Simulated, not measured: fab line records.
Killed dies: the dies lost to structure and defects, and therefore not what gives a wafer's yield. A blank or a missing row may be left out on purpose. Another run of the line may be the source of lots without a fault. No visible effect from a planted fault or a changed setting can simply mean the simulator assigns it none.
fab line records -- flow n5_finfet
[record] lots = 4, wafers = 12, last_day = 17
route steps=1938 shown BEOL_M5@1129 PASSIVATION@1936
lots with no fault: from the same line, run without faults
start_h: hours from the record's first day to the start of the lot's first wafer shown -- wait_h: hours from the lot's prior step to this one -- " unchanged from the row above -- L1.1+2: a single row standing in for several wafers -- - either no value or no given start -- * or withheld: withheld -- < > ~ a bound
route shown NAME@n: a module of which the file shows steps, and the number in the route of the first -- usual: mean/standard deviation taken from wafers without a fault -- same: alike in all rows -- chamber/n: place in a boat -- sites: readings site by site -- _std_site: standard deviation of those values -- _edge_site: mean of outer sites minus mean of inner sites -- radius_mm: for every site, how far away it sits from the centre of the wafer -- mask NAME#n: copy n -- behind: the last tool/chamber to shape the wafer -- hold: why the lot went on hold/how many hours it stayed there/how the hold came to an end -- device: names the non-switching transistor (n, p or np) -- end of line: tests of these same wafers at the route's end -- a step with no rows: only its recipe -- killed: not the wafer's yield, but the dies lost to structure and defects at the first sort -- map: per-die view of a wafer (x killed, . not killed, _ where there is no die)
set.NAME: setting as actually run; set.NAME@STEP: the setting as run at that earlier step -- model.NAME: the simulator's own value behind a step, which no gauge read
lots seen at some steps along the route; tables by step, rows by wafer
services: the hour from which a tool's chamber was out of use, counted from the record's first day as start_h (under 0 if before that day), plus the number of hours and why
[[steps]]
[step N5_BEOL_M5_DESCUM_16]
[recipe] chemistry = O2, time_s = 7, source_power_w = 50, bias_power_w = 20, pressure_mtorr = 20, rf_frequency_hz = 2.712e+07, temp_c = 40, resist = CAR-EUV, o2_flow_sccm = 225
[step N5_BEOL_M5_ETCH_72]
[recipe] chemistry = N2/H2, target = underlayer, target_depth_a = 65, mask_material = CAR-EUV, time_s = 5.2, ion_energy_ev = 200, pressure_mtorr = 30, source_w = 840, bias_w = 150, n2_flow_sccm = 200, h2_flow_sccm = 200, ends = cleared
[step N5_BEOL_M5_ETCH_61]
[recipe] chemistry = CF4, target = SiARC, target_depth_a = 156, mask_material = CAR-EUV, time_s = 26, ion_energy_ev = 80, pressure_mtorr = 40, source_w = 545, bias_w = 36, Ar_flow_sccm = 100, cf4_flow_sccm = 100, ends = cleared
[step N5_BEOL_M5_ETCH_62]
[recipe] chemistry = N2/H2, target = SOC, target_depth_a = 750, overetch_a = 150, mask_material = SiARC, temp_c = 40, time_s = 112.5, ion_energy_ev = 200, pressure_mtorr = 30, source_w = 840, bias_w = 150, n2_flow_sccm = 200, h2_flow_sccm = 200
[step N5_BEOL_M5_STRIP_63]
[recipe] chemistry = N2/H2, temp_c = 40, n2_flow_sccm = 200, h2_flow_sccm = 200, rf_frequency_hz = 6e+07
[step N5_BEOL_M5_STRIP_73]
[recipe] chemistry = N2/H2, temp_c = 40, n2_flow_sccm = 200, h2_flow_sccm = 200, rf_frequency_hz = 6e+07
[step N5_BEOL_M5_STRIP_64]
[recipe] chemistry = CF4, resist = SiARC, power_w = 300, bias_power_w = 75, pressure_mtorr = 50, cf4_flow_sccm = 150, rf_frequency_hz = 6e+07
[step N5_BEOL_M5_HM_OPEN_17]
[recipe] chemistry = Cl2/BCl3, target_depth_a = 200, overetch_a = 60, target = TiN, mask_material = SOC, ion_energy_ev = 150, pressure_mtorr = 10, icp_w = 1000, bias_w = 126, Cl2_flow_sccm = 53.25, bcl3_flow_sccm = 21.75, Ar_flow_sccm = 25
[step N5_BEOL_M5_STRIP_19]
[recipe] chemistry = O2, power_w = 400, temp_c = 40, pressure_mtorr = 30, rf_frequency_hz = 6e+07, bias_power_w = 0, overash_fraction = 0.2, o2_flow_sccm = 225
[step N5_BEOL_M5_COAT_65]
[recipe] resist = SOC, temp_c = 250, time_s = 60, spin_rpm = 1500, resist_thk_nm = 60
[usual] spin_speed_rpm = 1499.7/1.2
lot.wafer,tool,chamber,start_h,wait_h,spin_speed_rpm,model.SOC_of_BEOL_M5_COAT_65.thk_nm
L900.2,litho_track-05,0,246.21,1.3,1499.3,59.8
L900.3,litho_track-05,0,246.21,1.3,1499.4,60
L900.4,litho_track-05,0,246.21,1.3,1498.7,60
L912.1,litho_track-02,0,307.38,1.0,1498.7,59.8
L912.2,litho_track-02,0,307.38,1.0,1498.8,60
L912.3,litho_track-02,0,307.38,1.0,1499.8,60
L911.3,litho_track-05,0,307.38,1.2,1220.0,66.4
L911.5,litho_track-05,0,307.38,1.2,1218.8,66.4
L911.6,litho_track-05,0,307.38,1.2,1219.2,66.2
L913.3,litho_track-05,0,312.09,2.4,1216.2,66.2
L913.4,litho_track-05,0,312.09,2.4,1216.0,66.4
L913.5,litho_track-05,0,312.09,2.4,1219.3,66.2
[step N5_BEOL_M5_COAT_66]
[recipe] resist = SiARC, temp_c = 220, time_s = 60, spin_rpm = 1500, resist_thk_nm = 12
[step N5_BEOL_M5_COAT_74]
[recipe] resist = underlayer, temp_c = 205, time_s = 60, spin_rpm = 1500, resist_thk_nm = 5
[step N5_BEOL_M5_COAT_22]
[recipe] resist = CAR-EUV, spin_rpm = 1500, resist_thk_nm = 30
[step N5_BEOL_M5_EBR_24]
[recipe] solvent = PGMEA, ebr_width_mm = 1.5
[step N5_BEOL_M5_SOFTBAKE_23]
[recipe] temp_c = 110, time_s = 60, resist = CAR-EUV
[step N5_BEOL_M5_EXPOSE_25]
[recipe] mask_id = V4, na = 0.33, source_shape = quasar, sigma_inner = 0.2, sigma_outer = 0.6, polarization = unpolarized, defocus_nm = 10, dose_mj = 52.75
[step N5_BEOL_M5_PEB_26]
[recipe] peb_temp_c = 100, peb_time_s = 60, resist = CAR-EUV
[step N5_BEOL_M5_DEVELOP_27]
[recipe] develop_time_s = 30, developer = TMAH, resist = CAR-EUV, rinse_liquid = surfactant_rinse, dry = air_spin, dev_temp_c = 23
[step N5_BEOL_M5_DESCUM_33]
[recipe] chemistry = O2, time_s = 7, source_power_w = 50, bias_power_w = 20, pressure_mtorr = 20, rf_frequency_hz = 2.712e+07, temp_c = 40, resist = CAR-EUV, o2_flow_sccm = 225
[step N5_BEOL_M5_ETCH_75]
[recipe] chemistry = N2/H2, target = underlayer, target_depth_a = 65, mask_material = CAR-EUV, time_s = 5.2, ion_energy_ev = 200, pressure_mtorr = 30, source_w = 840, bias_w = 150, n2_flow_sccm = 200, h2_flow_sccm = 200, ends = cleared
[step N5_BEOL_M5_ETCH_67]
[recipe] chemistry = CF4, target = SiARC, target_depth_a = 156, mask_material = CAR-EUV, time_s = 26, ion_energy_ev = 80, pressure_mtorr = 40, source_w = 545, bias_w = 36, Ar_flow_sccm = 100, cf4_flow_sccm = 100, ends = cleared
[step N5_BEOL_M5_ETCH_68]
[recipe] chemistry = N2/H2, target = SOC, target_depth_a = 800, overetch_a = 160, mask_material = SiARC, temp_c = 40, time_s = 120, ion_energy_ev = 200, pressure_mtorr = 30, source_w = 840, bias_w = 150, n2_flow_sccm = 200, h2_flow_sccm = 200
[usual] chamber_pressure_mTorr = 30.000/0.029, drypump_motor_current_A = 5.9/0.43, oes_product_au = 0.56/0.039, rf_vpp_V = 523.9/2.7, showerhead_plenum_p_Torr = 2.54/0.094, throttle_valve_pct = 17.82/0.13
lot.wafer,tool,chamber,start_h,wait_h,chamber_pressure_mTorr,drypump_motor_current_A,oes_product_au,rf_hours_counter_h,rf_vpp_V,showerhead_plenum_p_Torr,throttle_valve_pct,model.etch.depth_nm
L900.2,rie_diel-02,3,247.16,0.0,30.009,6.7,0.71,16,524.3,2.60,17.58,59.73
L900.3,rie_diel-02,0,247.16,0.0,29.951,5.1,0.60,122,526.7,2.65,17.75,59.93
L900.4,rie_diel-02,1,247.16,0.0,30.022,6.2,0.57,167,521.5,2.43,17.76,59.99
L912.1,rie_diel-04,2,308.12,0.0,30.026,5.4,0.55,185,524.1,2.52,17.81,59.86
L912.2,rie_diel-04,1,308.12,0.0,30.035,6.0,0.54,198,527.7,2.62,17.97,59.98
L912.3,rie_diel-04,3,308.12,0.0,29.993,5.9,0.53,217,525.5,2.61,17.71,60.06
L911.3,rie_diel-03,2,308.29,0.0,30.013,5.3,0.56,237,523.9,2.51,17.87,66.37
L911.5,rie_diel-03,3,308.29,0.0,30.013,5.3,0.57,-,520.2,2.40,17.95,66.34
L911.6,rie_diel-03,0,308.29,0.0,30.008,5.9,0.74,-,529.3,2.71,17.55,66.29
L913.3,rie_diel-04,2,312.57,0.0,30.027,5.4,0.59,187,522.8,2.52,17.81,66.29
L913.4,rie_diel-04,1,312.57,0.0,29.997,6.0,0.56,-,526.7,2.62,17.98,66.44
L913.5,rie_diel-04,3,312.57,0.0,29.973,6.0,0.55,-,526.2,2.61,17.72,66.19
[step N5_BEOL_M5_STRIP_69]
[recipe] chemistry = N2/H2, temp_c = 40, n2_flow_sccm = 200, h2_flow_sccm = 200, rf_frequency_hz = 6e+07
[step N5_BEOL_M5_STRIP_76]
[recipe] chemistry = N2/H2, temp_c = 40, n2_flow_sccm = 200, h2_flow_sccm = 200, rf_frequency_hz = 6e+07
[step N5_BEOL_M5_VIA_ETCH_34]
[recipe] chemistry = C4F6/O2, target = SiCOH_lowk, target_depth_a = 883, mask_material = SOC, taper_deg = 4, time_s = 39.2, ion_energy_ev = 250, pressure_mtorr = 30, source_w = 345, bias_w = 185, Ar_flow_sccm = 300, C4F6_flow_sccm = 10, O2_flow_sccm = 10
[usual] O2_flow_sccm = 10.002/0.028, chamber_pressure_mTorr = 30.002/0.026, drypump_motor_current_A = 5.9/0.43, oes_product_au = 0.73/0.051, rf_vpp_V = 667/7.7, showerhead_plenum_p_Torr = 2.85/0.098, throttle_valve_pct = 20.94/0.18
lot.wafer,tool,chamber,start_h,wait_h,O2_flow_sccm,chamber_pressure_mTorr,drypump_motor_current_A,oes_product_au,rf_hours_counter_h,rf_vpp_V,showerhead_plenum_p_Torr,throttle_valve_pct,model.SOC_of_BEOL_M5_COAT_65.thk_nm
L900.2,rie_diel-02,3,247.26,0.0,10.010,29.994,6.6,0.92,16,674,2.92,20.79,55.4
L900.3,rie_diel-02,0,247.26,0.0,10.020,30.052,5.1,0.78,122,678,2.98,20.82,55.8
L900.4,rie_diel-02,1,247.26,0.0,10.014,30.014,6.1,0.74,167,663,2.73,20.81,56
L912.1,rie_diel-04,2,308.22,0.0,10.022,30.037,5.4,0.73,185,655,2.83,20.88,55.8
L912.2,rie_diel-04,1,308.22,0.0,10.006,29.962,6.0,0.70,198,660,2.93,20.97,55.8
L912.3,rie_diel-04,3,308.22,0.0,10.056,30.044,5.9,0.68,217,675,2.95,20.99,56
L911.3,rie_diel-03,2,308.39,0.0,9.933,30.006,5.3,0.70,237,661,2.80,20.70,62.2
L911.5,rie_diel-03,3,308.39,0.0,9.991,30.025,5.3,0.70,-,661,2.71,21.14,62.4
L911.6,rie_diel-03,0,308.39,0.0,9.988,30.008,5.9,0.93,-,678,3.04,20.75,62
L913.3,rie_diel-04,2,312.67,0.0,9.970,30.022,5.4,0.72,187,656,2.83,20.91,62.2
L913.4,rie_diel-04,1,312.67,0.0,9.988,29.965,6.0,0.68,-,661,2.93,20.96,62.4
L913.5,rie_diel-04,3,312.67,0.0,9.961,29.966,6.0,0.68,-,677,2.94,21.00,62
[step N5_BEOL_M5_STRIP_85]
[recipe] chemistry = C4F6/O2, resist = SiARC, rf_frequency_hz = 6e+07
[step N5_PASSIVATION_PROBE_49]
[usual] defect_limited_yield = 91.3/1.5, killed_at_M0_to_M3 = 33/12, killed_at_M4_up = 13/5.2, killed_at_contacts = 13/6.7, killed_at_front_end = 40/11, killed_at_other = 4.1/2.7, killed_dies = 103/17, killed_open = 69/13, killed_short = 33/8.4, sort_bin_5_function = 5.1/1, sort_bin_6_memory = 3.2/0.62, sort_n_pass = 1077/17, sort_yield_pct = 91.3/1.5
[same] gross_dies = 1180, killed_at_back_side = 0, sort_bin_4_leakage[%] = 0, sort_bin_8_speed[%] = 0
lot.wafer,tool,chamber,start_h,wait_h,defect_limited_yield[%],killed_at_M0_to_M3,killed_at_M4_up,killed_at_contacts,killed_at_front_end,killed_at_other,killed_dies,killed_open,killed_short,sort_bin_5_function[%],sort_bin_6_memory[%],sort_n_pass,sort_yield_pct[%]
L911.3,prober-02,-,396.53,0.1,91.1,45,13,7,38,2,105,64,38,5.2,3.5,1075,91.1
L911.5,prober-02,-,396.63,0.2,91.8,36,14,9,34,4,97,59,36,5.1,2.5,1083,91.8
L911.6,prober-02,-,396.68,0.3,91.8,42,10,6,38,1,97,52,44,4.7,2.9,1083,91.8
L913.3,prober-02,-,410.73,0.1,92.6,31,22,8,26,0,87,66,21,4.2,3.1,1093,92.6
L913.4,prober-02,-,410.78,0.2,92.2,23,21,18,30,0,92,63,29,4.8,2.7,1088,92.2
L913.5,prober-02,-,410.83,0.2,92.4,20,25,20,23,2,90,68,21,4.7,2.9,1090,92.4
// killed by level:class
L911.3 FIN_SAQP:geometric_particle:short=16 BEOL_M3:geometric_particle:open=10 MOL_CONTACT_COAG:geometric_particle:open=7 BEOL_M0_SAQP:geometric_particle:open=7 BEOL_M0:geometric_particle:open=7 BEOL_M1:geometric_particle:open=7 BEOL_M0_SAQP:geometric_particle:short=6 BEOL_M4:geometric_particle:open=6
L911.5 BEOL_M0_SAQP:geometric_particle:short=9 BEOL_M1:geometric_particle:open=9 FIN_SAQP:geometric_particle:short=8 BEOL_M0_SAQP:geometric_particle:open=8 MOL_CONTACT_COAG:geometric_particle:open=6 BEOL_M4:geometric_particle:open=5 FIN_SAQP:geometric_particle:open=4 STI_FIN_REVEAL:geometric_particle:open=4
L911.6 FIN_SAQP:geometric_particle:short=12 BEOL_M0_SAQP:geometric_particle:short=9 BEOL_M3:geometric_particle:open=9 BEOL_M0_SAQP:geometric_particle:open=8 BEOL_M4:geometric_particle:open=8 FIN_SAQP:geometric_particle:open=7 BEOL_M1:geometric_particle:open=6 BEOL_M1:geometric_particle:short=5
L913.3 BEOL_M4:geometric_particle:open=15 BEOL_M3:geometric_particle:open=8 FIN_SAQP:geometric_particle:open=7 BEOL_M2:geometric_particle:open=6 MOL_CONTACT_COAG:geometric_particle:open=5 STARTING-WAFER:geometric_particle:open=5 DUMMY_GATE:geometric_particle:open=4 BEOL_M0_SAQP:geometric_particle:short=4
L913.4 BEOL_M4:geometric_particle:open=15 MOL_CONTACT_COAG:geometric_particle:open=11 MOL_CONTACT_COAG:geometric_particle:short=7 STI_FIN_REVEAL:geometric_particle:open=6 BEOL_M2:geometric_particle:open=6 FIN_SAQP:geometric_particle:short=5 STARTING-WAFER:geometric_particle:short=5 FIN_SAQP:geometric_particle:open=4
L913.5 MOL_CONTACT_COAG:geometric_particle:open=18 BEOL_M4:geometric_particle:open=15 FIN_SAQP:geometric_particle:short=7 FIN_SAQP:geometric_particle:open=6 BEOL_M3:geometric_particle:open=6 BEOL_M2:geometric_particle:open=5 BEOL_M1:geometric_particle:open=4 STI_FIN_REVEAL:geometric_particle:open=3
[[services]]
tool,chamber,start_h,hours,kind
rie_diel-03,0,225.48,-,clean
rie_diel-03,0,225.48,-,consumable_replace:focus_ring
rie_diel-03,0,225.48,-,consumable_replace:showerhead
rie_diel-03,0,225.48,21.1,scheduled_down
rie_diel-03,0,225.48,21.1,vent_cycle
rie_diel-04,2,248.97,8.5,repair
rie_diel-02,3,249.69,7.0,repair
rie_diel-04,0,303.73,-,clean
rie_diel-04,0,303.73,-,consumable_replace:focus_ring
rie_diel-04,0,303.73,-,consumable_replace:showerhead
rie_diel-04,0,303.73,17.6,scheduled_down
rie_diel-04,0,303.73,17.6,vent_cycle
[[key]]
[first_sign] step = N5_BEOL_M5_COAT_65, reading = spin_speed_rpm, direction = down, sigmas = 99+, usual = *, struck = *
effect none on later readings
[model_effect] step = N5_BEOL_M5_COAT_65, value = SOC_of_BEOL_M5_COAT_65.thk_nm, without = 59.77, struck = 66.3
[model_effect] step = N5_BEOL_M5_ETCH_68, value = etch.depth_nm, without = 59.75, struck = 66.32
[model_effect] step = N5_BEOL_M5_VIA_ETCH_34, value = SOC_of_BEOL_M5_COAT_65.thk_nm, without = 55.67, struck = 62.2
met_at N5_BEOL_M5_COAT_65
struck_wafers L911.3,L911.5,L911.6,L913.3,L913.4,L913.5
onset_between 246.21 307.38
[fault] kind = process_parameter_drift, tool = litho_track-05, chamber = -, onset_h = 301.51, steps = N5_BEOL_M5_COAT_65, channel = spin_rpm, offset = *, shape = step, end_h = 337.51, acts_in = *, stated = *
